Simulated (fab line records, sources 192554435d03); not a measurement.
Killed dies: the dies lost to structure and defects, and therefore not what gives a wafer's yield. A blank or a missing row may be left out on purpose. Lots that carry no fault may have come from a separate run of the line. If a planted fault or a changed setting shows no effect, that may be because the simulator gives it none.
Lot-split experiment || flow n5-finfet || 7 lots, 39 wafers read, on a route of 1938 steps

== SPLIT DETAILS ==
At N5_BEOL_M11_CVD_75 (deposits Co from CCTBA/H2, target thk 2 nm, time 138.9 s), the setting target-thk-a was moved away from the recipe's 20 angstrom on 18 of the 39 wafers read, by -37.1% to +53.1%. All remaining wafers had this setting at the recipe value.

The reading comes from the split's own step.

== THE READING ==
Co_of_BEOL_M11_CVD_75.thk-nm (the simulator's own value, which no gauge read), in nm, at N5_BEOL_M11_CVD_75 (deposits Co from CCTBA/H2, target thk 2 nm, time 138.9 s). There is no usual value for it anywhere in the file. The 21 wafers here that ran the recipe average 1.9 nm, standard deviation 0.099 nm.

{"wafer": "L075.1", "tool, chamber at the split": "cvd-co-01, 1", "target-thk-a as run, angstrom": 27.39, "against the recipe": "+36.9%", "Co_of_BEOL_M11_CVD_75.thk-nm, nm": 2.6, "against lot-mates on the recipe": "+0.6"}
{"wafer": "L075.2", "tool, chamber at the split": "cvd-co-01, 0,2,2", "target-thk-a as run, angstrom": 20, "against the recipe": "recipe", "Co_of_BEOL_M11_CVD_75.thk-nm, nm": 2, "against lot-mates on the recipe": "-"}
{"wafer": "L075.3", "tool, chamber at the split": "cvd-co-01, 0,2,2", "target-thk-a as run, angstrom": 20, "against the recipe": "recipe", "Co_of_BEOL_M11_CVD_75.thk-nm, nm": 2, "against lot-mates on the recipe": "-"}
{"wafer": "L075.5", "tool, chamber at the split": "cvd-co-01, 0,2,2", "target-thk-a as run, angstrom": 20, "against the recipe": "recipe", "Co_of_BEOL_M11_CVD_75.thk-nm, nm": 2, "against lot-mates on the recipe": "-"}
{"wafer": "L075.4", "tool, chamber at the split": "cvd-co-01, 0,1", "target-thk-a as run, angstrom": 27.39, "against the recipe": "+36.9%", "Co_of_BEOL_M11_CVD_75.thk-nm, nm": 2.8, "against lot-mates on the recipe": "+0.8"}
{"wafer": "L075.6", "tool, chamber at the split": "cvd-co-01, 0,1", "target-thk-a as run, angstrom": 27.39, "against the recipe": "+36.9%", "Co_of_BEOL_M11_CVD_75.thk-nm, nm": 2.8, "against lot-mates on the recipe": "+0.8"}
{"wafer": "L077.1", "tool, chamber at the split": "cvd-co-01, 0,1,0", "target-thk-a as run, angstrom": 20, "against the recipe": "recipe", "Co_of_BEOL_M11_CVD_75.thk-nm, nm": 2, "against lot-mates on the recipe": "-"}
{"wafer": "L077.3", "tool, chamber at the split": "cvd-co-01, 0,1,0", "target-thk-a as run, angstrom": 20, "against the recipe": "recipe", "Co_of_BEOL_M11_CVD_75.thk-nm, nm": 2, "against lot-mates on the recipe": "-"}
{"wafer": "L077.6", "tool, chamber at the split": "cvd-co-01, 0,1,0", "target-thk-a as run, angstrom": 20, "against the recipe": "recipe", "Co_of_BEOL_M11_CVD_75.thk-nm, nm": 2, "against lot-mates on the recipe": "-"}
{"wafer": "L077.2", "tool, chamber at the split": "cvd-co-01, 2,1", "target-thk-a as run, angstrom": 30.63, "against the recipe": "+53.1%", "Co_of_BEOL_M11_CVD_75.thk-nm, nm": 3, "against lot-mates on the recipe": "+1.0"}
{"wafer": "L077.5", "tool, chamber at the split": "cvd-co-01, 2,1", "target-thk-a as run, angstrom": 30.63, "against the recipe": "+53.1%", "Co_of_BEOL_M11_CVD_75.thk-nm, nm": 3, "against lot-mates on the recipe": "+1.0"}
{"wafer": "L077.4", "tool, chamber at the split": "cvd-co-01, 2", "target-thk-a as run, angstrom": 30.63, "against the recipe": "+53.1%", "Co_of_BEOL_M11_CVD_75.thk-nm, nm": 3.2, "against lot-mates on the recipe": "+1.2"}
{"wafer": "L079.1", "tool, chamber at the split": "cvd-co-01, 0,2", "target-thk-a as run, angstrom": 20, "against the recipe": "recipe", "Co_of_BEOL_M11_CVD_75.thk-nm, nm": 2, "against lot-mates on the recipe": "-"}
{"wafer": "L079.3", "tool, chamber at the split": "cvd-co-01, 0,2", "target-thk-a as run, angstrom": 20, "against the recipe": "recipe", "Co_of_BEOL_M11_CVD_75.thk-nm, nm": 2, "against lot-mates on the recipe": "-"}
{"wafer": "L079.4", "tool, chamber at the split": "cvd-co-01, 1", "target-thk-a as run, angstrom": 20, "against the recipe": "recipe", "Co_of_BEOL_M11_CVD_75.thk-nm, nm": 1.8, "against lot-mates on the recipe": "-"}
{"wafer": "L080.1", "tool, chamber at the split": "cvd-co-01, 2", "target-thk-a as run, angstrom": 20, "against the recipe": "recipe", "Co_of_BEOL_M11_CVD_75.thk-nm, nm": 2, "against lot-mates on the recipe": "-"}
{"wafer": "L080.2", "tool, chamber at the split": "cvd-co-01, 0", "target-thk-a as run, angstrom": 12.58, "against the recipe": "-37.1%", "Co_of_BEOL_M11_CVD_75.thk-nm, nm": 1.2, "against lot-mates on the recipe": -0.7}
{"wafer": "L080.5", "tool, chamber at the split": "cvd-co-01, 0", "target-thk-a as run, angstrom": 12.58, "against the recipe": "-37.1%", "Co_of_BEOL_M11_CVD_75.thk-nm, nm": 1.2, "against lot-mates on the recipe": -0.7}
{"wafer": "L080.3", "tool, chamber at the split": "cvd-co-01, 1,2", "target-thk-a as run, angstrom": 20, "against the recipe": "recipe", "Co_of_BEOL_M11_CVD_75.thk-nm, nm": 1.8, "against lot-mates on the recipe": "-"}
{"wafer": "L080.6", "tool, chamber at the split": "cvd-co-01, 1,2", "target-thk-a as run, angstrom": 20, "against the recipe": "recipe", "Co_of_BEOL_M11_CVD_75.thk-nm, nm": 1.8, "against lot-mates on the recipe": "-"}
{"wafer": "L080.4", "tool, chamber at the split": "cvd-co-01, 1", "target-thk-a as run, angstrom": 12.58, "against the recipe": "-37.1%", "Co_of_BEOL_M11_CVD_75.thk-nm, nm": 1, "against lot-mates on the recipe": -0.9}
{"wafer": "L087.1", "tool, chamber at the split": "cvd-co-02, 2,0", "target-thk-a as run, angstrom": 20, "against the recipe": "recipe", "Co_of_BEOL_M11_CVD_75.thk-nm, nm": 1.8, "against lot-mates on the recipe": "-"}
{"wafer": "L087.5", "tool, chamber at the split": "cvd-co-02, 2,0", "target-thk-a as run, angstrom": 20, "against the recipe": "recipe", "Co_of_BEOL_M11_CVD_75.thk-nm, nm": 1.8, "against lot-mates on the recipe": "-"}
{"wafer": "L087.2", "tool, chamber at the split": "cvd-co-02, 0,1", "target-thk-a as run, angstrom": 27.37, "against the recipe": "+36.9%", "Co_of_BEOL_M11_CVD_75.thk-nm, nm": 2.8, "against lot-mates on the recipe": "+0.9"}
{"wafer": "L087.3", "tool, chamber at the split": "cvd-co-02, 0,1", "target-thk-a as run, angstrom": 27.37, "against the recipe": "+36.9%", "Co_of_BEOL_M11_CVD_75.thk-nm, nm": 2.8, "against lot-mates on the recipe": "+0.9"}
{"wafer": "L087.4", "tool, chamber at the split": "cvd-co-02, 2", "target-thk-a as run, angstrom": 27.37, "against the recipe": "+36.9%", "Co_of_BEOL_M11_CVD_75.thk-nm, nm": 2.6, "against lot-mates on the recipe": "+0.7"}
{"wafer": "L087.6", "tool, chamber at the split": "cvd-co-02, 1", "target-thk-a as run, angstrom": 20, "against the recipe": "recipe", "Co_of_BEOL_M11_CVD_75.thk-nm, nm": 2, "against lot-mates on the recipe": "-"}
{"wafer": "L088.1", "tool, chamber at the split": "cvd-co-02, 2,0,2", "target-thk-a as run, angstrom": 20, "against the recipe": "recipe", "Co_of_BEOL_M11_CVD_75.thk-nm, nm": 1.8, "against lot-mates on the recipe": "-"}
{"wafer": "L088.3", "tool, chamber at the split": "cvd-co-02, 2,0,2", "target-thk-a as run, angstrom": 20, "against the recipe": "recipe", "Co_of_BEOL_M11_CVD_75.thk-nm, nm": 1.8, "against lot-mates on the recipe": "-"}
{"wafer": "L088.5", "tool, chamber at the split": "cvd-co-02, 2,0,2", "target-thk-a as run, angstrom": 20, "against the recipe": "recipe", "Co_of_BEOL_M11_CVD_75.thk-nm, nm": 1.8, "against lot-mates on the recipe": "-"}
{"wafer": "L088.2", "tool, chamber at the split": "cvd-co-02, 1,0,1", "target-thk-a as run, angstrom": 25.41, "against the recipe": "+27.0%", "Co_of_BEOL_M11_CVD_75.thk-nm, nm": 2.4, "against lot-mates on the recipe": "+0.6"}
{"wafer": "L088.4", "tool, chamber at the split": "cvd-co-02, 1,0,1", "target-thk-a as run, angstrom": 25.41, "against the recipe": "+27.0%", "Co_of_BEOL_M11_CVD_75.thk-nm, nm": 2.4, "against lot-mates on the recipe": "+0.6"}
{"wafer": "L088.6", "tool, chamber at the split": "cvd-co-02, 1,0,1", "target-thk-a as run, angstrom": 25.41, "against the recipe": "+27.0%", "Co_of_BEOL_M11_CVD_75.thk-nm, nm": 2.4, "against lot-mates on the recipe": "+0.6"}
{"wafer": "L094.1", "tool, chamber at the split": "cvd-co-01, 2,0", "target-thk-a as run, angstrom": 16.23, "against the recipe": "-18.9%", "Co_of_BEOL_M11_CVD_75.thk-nm, nm": 1.6, "against lot-mates on the recipe": -0.3}
{"wafer": "L094.5", "tool, chamber at the split": "cvd-co-01, 2,0", "target-thk-a as run, angstrom": 16.23, "against the recipe": "-18.9%", "Co_of_BEOL_M11_CVD_75.thk-nm, nm": 1.6, "against lot-mates on the recipe": -0.3}
{"wafer": "L094.2", "tool, chamber at the split": "cvd-co-01, 0", "target-thk-a as run, angstrom": 20, "against the recipe": "recipe", "Co_of_BEOL_M11_CVD_75.thk-nm, nm": 1.8, "against lot-mates on the recipe": "-"}
{"wafer": "L094.3", "tool, chamber at the split": "cvd-co-01, 1", "target-thk-a as run, angstrom": 16.23, "against the recipe": "-18.9%", "Co_of_BEOL_M11_CVD_75.thk-nm, nm": 1.8, "against lot-mates on the recipe": -0.1}
{"wafer": "L094.4", "tool, chamber at the split": "cvd-co-01, 1,2", "target-thk-a as run, angstrom": 20, "against the recipe": "recipe", "Co_of_BEOL_M11_CVD_75.thk-nm, nm": 2, "against lot-mates on the recipe": "-"}
{"wafer": "L094.6", "tool, chamber at the split": "cvd-co-01, 1,2", "target-thk-a as run, angstrom": 20, "against the recipe": "recipe", "Co_of_BEOL_M11_CVD_75.thk-nm, nm": 2, "against lot-mates on the recipe": "-"}
If several chambers appear in one row, that row covers several wafers at once and the file leaves open which wafer was in which chamber.

THE FIT
A straight line over all 39 wafers: Co_of_BEOL_M11_CVD_75.thk-nm changes by +0.0208 nm for each +1% of target-thk-a; r = +0.98; the points scatter about the line by 0.11 nm.
The same after taking each lot's own level away (the mean of its wafers on the recipe; 39 wafers): +0.0202 nm for each +1%; r = +0.98; scatter 0.092 nm.
Per that fit: largest target-thk-a move, reading shift of 1.1 nm.
The lots' own levels span 1.80 to 2.00 nm, that is 2.0 times the standard deviation above.
The two slopes agree, so the slope changes little with the lot-to-lot level.
Check: with one of the wafers moved furthest among these (+53.1%) left out of the fit, the line predicts +1.11 nm for it against its lot-mates. Against them it came out at +1 nm.

== ADDITIONAL SPLITS CARRIED BY THESE WAFERS ==
These wafers also went through other splits before the reading. Each is held against what the fit with the lots' levels taken away leaves over:
{"other split on the same wafers": "N5_DUMMY_GATE_ETCH_32 time-s", "wafers away from the commonest value": 12, "r with Co_of_BEOL_M11_CVD_75.thk-nm (lot level and that fit taken away)": "+0.10"}
{"other split on the same wafers": "N5_SDB_ETCH_25 time-s", "wafers away from the commonest value": 12, "r with Co_of_BEOL_M11_CVD_75.thk-nm (lot level and that fit taken away)": "+0.10"}
{"other split on the same wafers": "N5_BEOL_M0_SAQP_ILD_DEP_01 time-s", "wafers away from the commonest value": 15, "r with Co_of_BEOL_M11_CVD_75.thk-nm (lot level and that fit taken away)": -0.01}
{"other split on the same wafers": "N5_BEOL_M0_CUTY_DESCUM_61 time-s", "wafers away from the commonest value": 6, "r with Co_of_BEOL_M11_CVD_75.thk-nm (lot level and that fit taken away)": -0.21}
{"other split on the same wafers": "N5_BEOL_M2_DEP_57 time-s", "wafers away from the commonest value": 12, "r with Co_of_BEOL_M11_CVD_75.thk-nm (lot level and that fit taken away)": -0.19}
{"other split on the same wafers": "N5_BEOL_M7_ILD_DEP_00 time-s", "wafers away from the commonest value": 15, "r with Co_of_BEOL_M11_CVD_75.thk-nm (lot level and that fit taken away)": "+0.24"}

== FILE'S OWN FIT ==
Co_of_BEOL_M11_CVD_75.thk-nm changes by +0.0205 nm for each +1% of target-thk-a, r = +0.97.
